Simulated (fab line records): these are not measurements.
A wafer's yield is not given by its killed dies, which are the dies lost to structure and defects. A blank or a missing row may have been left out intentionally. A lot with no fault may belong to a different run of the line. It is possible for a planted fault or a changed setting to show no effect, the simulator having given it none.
Matching of chambers + flow nandHarc + NHARC_A_STAIRCASE_TRIM_20 on rieDiel-08 has 4 sister chambers
The step chemistry O2, time 211.2 s. 4 wafers are shown with their chamber, then 7 later ones without.

== EACH WAFER AND ITS CHAMBER ==
| wafer  | chamber | showerheadPlenumPTorr (Torr) |
|--------|---------|------------------------------|
| L083.4 | 0       | 3.67                         |
| L083.5 | 3       | 3.44                         |
| L085.2 | 2       | 3.37                         |
| L085.4 | 1       | 3.61                         |

== WAFERS WITH NO CHAMBER GIVEN ==
| wafer  | showerheadPlenumPTorr (Torr) |
|--------|------------------------------|
| L085.6 | 3.44                         |
| L090.1 | 3.66                         |
| L090.5 | 3.43                         |
| L090.6 | 3.66                         |
| L094.2 | 3.66                         |
| L094.3 | 3.36                         |
| L094.6 | 3.60                         |

== THE CHAMBER EACH PASSED THROUGH ==
| wafer  | from the rows above | in truth |
|--------|---------------------|----------|
| L085.6 | 3                   | 3        |
| L090.1 | 0                   | 0        |
| L090.5 | 3                   | 3        |
| L090.6 | 0                   | 0        |
| L094.2 | 0                   | 0        |
| L094.3 | 2                   | 2        |
| L094.6 | 1                   | 1        |
Placed correctly: 7 of 7. Number that these rows cannot place: 0. 0 placed wrongly.
How it was worked out, from the rows above alone: a wafer's distance from a chamber is the root of the sum, over the readings, of the square of ((its reading less the chamber's mean) divided by the reading's scatter). The wafer belongs to the nearest chamber; if the next one is less than 2 further off, it can't be placed. A chamber's mean is the mean of its shown wafers. The scatter: root of mean squared gap, hidden wafer to nearest shown wafer, with one shown wafer a chamber.
